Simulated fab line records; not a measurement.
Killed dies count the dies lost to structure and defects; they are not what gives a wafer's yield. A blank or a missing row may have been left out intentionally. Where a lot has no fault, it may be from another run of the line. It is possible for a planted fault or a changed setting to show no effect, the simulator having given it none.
Comparing a struck lot with a sound one	flow n5 finfet	15 out of 1938 route steps
Sound: the wafers L955.2, L955.3, L955.4. Wafers struck: L958.1, L958.4, L958.6. The cause is named last.
At each step with rows: each side's tool, then ch and its chambers, then its first start. Under that, the readings that differ: sound wafers	struck wafers	difference of the means	sigmas: that difference in standard deviations of wafers without a fault.
alike: readings whose means differ by less than 2 such deviations, and words and numbers that are the same on both sides. not compared: withheld readings, readings that some wafer has no value for, bounds like >300 that may hide the same value, and numbers for which the record gives no deviation and whose values overlap.
The two part at a step that has a row with sigmas, a row that says differs or no value, or rows on one side only. When numbers do not overlap yet have no deviation, they are printed without sigmas and do not part them. A reading that every wafer of one side lacks parts them only if that side has two wafers or more.

first, 8 steps without rows for these wafers: N5_BEOL_M5_COAT_60 (time 60 s, resist thk 12 nm); N5_BEOL_M5_COAT_71 (time 60 s, resist thk 5 nm); N5_BEOL_M5_COAT_05 (resist thk 30 nm); N5_BEOL_M5_EBR_07; N5_BEOL_M5_SOFTBAKE_06 (time 60 s); N5_BEOL_M5_EXPOSE_08 (exposes mask M5, target cd 28 nm); N5_BEOL_M5_PEB_09 (peb time 60 s); N5_BEOL_M5_DEVELOP_10 (develop time 30 s).
N5_BEOL_M5_CD_MEAS_11: the cd target is 27.74 nm.
  sound on cd sem-03 ch 0, day 10 23:35; struck on cd sem-03 ch 0, day 11 17:41
  alike: cd nm
N5_BEOL_M5_OVL_MEAS_12:
  sound on overlay-01 ch 0, day 10 23:37; struck on overlay-01 ch 0, day 11 17:43
  alike: M5_OVL
N5_BEOL_M5_INSPECT_13: inspects for defects (brightfield).
  struck on defect inspect-02, day 11 17:46; sound on defect inspect-01, day 10 23:41
  alike: raw defect count
N5_BEOL_M5_DESCUM_16: chemistry O2, time 7 s.
  sound on rie diel-03 ch 0,2,3, day 10 23:55; struck on rie diel-03 ch 0,3, day 11 17:48
  alike: chamber pressure mTorr, drypump motor current A, oes product au, rf vpp V, showerhead plenum p Torr, throttle valve pct
  not compared: rf hours counter h
N5_BEOL_M5_ETCH_72: etches underlayer in N2/H2, target depth 6.5 nm, time 5.2 s.
  sound on rie diel-03 ch 0,2,3, day 10 23:57; struck on rie diel-03 ch 0,3, day 11 17:50
reading	sound	struck	difference	sigmas
etch rf on time s (s)	5.24 5.12 5.05	6.29 6.61 6.63	+1.37	+9
rf fwd power W (W)	819.3 820.5 822.3	617.0 617.3 615.6	-204.1	-85
rf vpp V (V)	523.1 525.5 526.3	575.6 572.1 570.1	+47.6	+20
  alike: chamber pressure mTorr, drypump motor current A, n2 flow sccm, oes product au, showerhead plenum p Torr, throttle valve pct
  not compared: rf hours counter h
N5_BEOL_M5_ETCH_61: etches SiARC in CF4, target depth 15.6 nm, time 26 s.
  sound on rie diel-03 ch 0,2,3, day 10 23:58; struck on rie diel-03 ch 0,3, day 11 17:52
  alike: chamber pressure mTorr, drypump motor current A, etch rf on time s, oes product au, rf fwd power W, rf vpp V, showerhead plenum p Torr, throttle valve pct
  not compared: rf hours counter h
-- here the record skips 4 days between the struck wafers' starts before and after, leaving off in module BEOL_M5 and picking up in module PASSIVATION (first step shown: number 1936 of the route) --
N5_PASSIVATION_PROBE_49:
  rows exist in the record for the struck wafers here (prober-02, day 15 23:11), but not for the sound ones

WHERE THEY PART
Last at N5_PASSIVATION_PROBE_49 as far as this record goes, first at N5_BEOL_M5_ETCH_72.

WHY: what had been put in by the simulator
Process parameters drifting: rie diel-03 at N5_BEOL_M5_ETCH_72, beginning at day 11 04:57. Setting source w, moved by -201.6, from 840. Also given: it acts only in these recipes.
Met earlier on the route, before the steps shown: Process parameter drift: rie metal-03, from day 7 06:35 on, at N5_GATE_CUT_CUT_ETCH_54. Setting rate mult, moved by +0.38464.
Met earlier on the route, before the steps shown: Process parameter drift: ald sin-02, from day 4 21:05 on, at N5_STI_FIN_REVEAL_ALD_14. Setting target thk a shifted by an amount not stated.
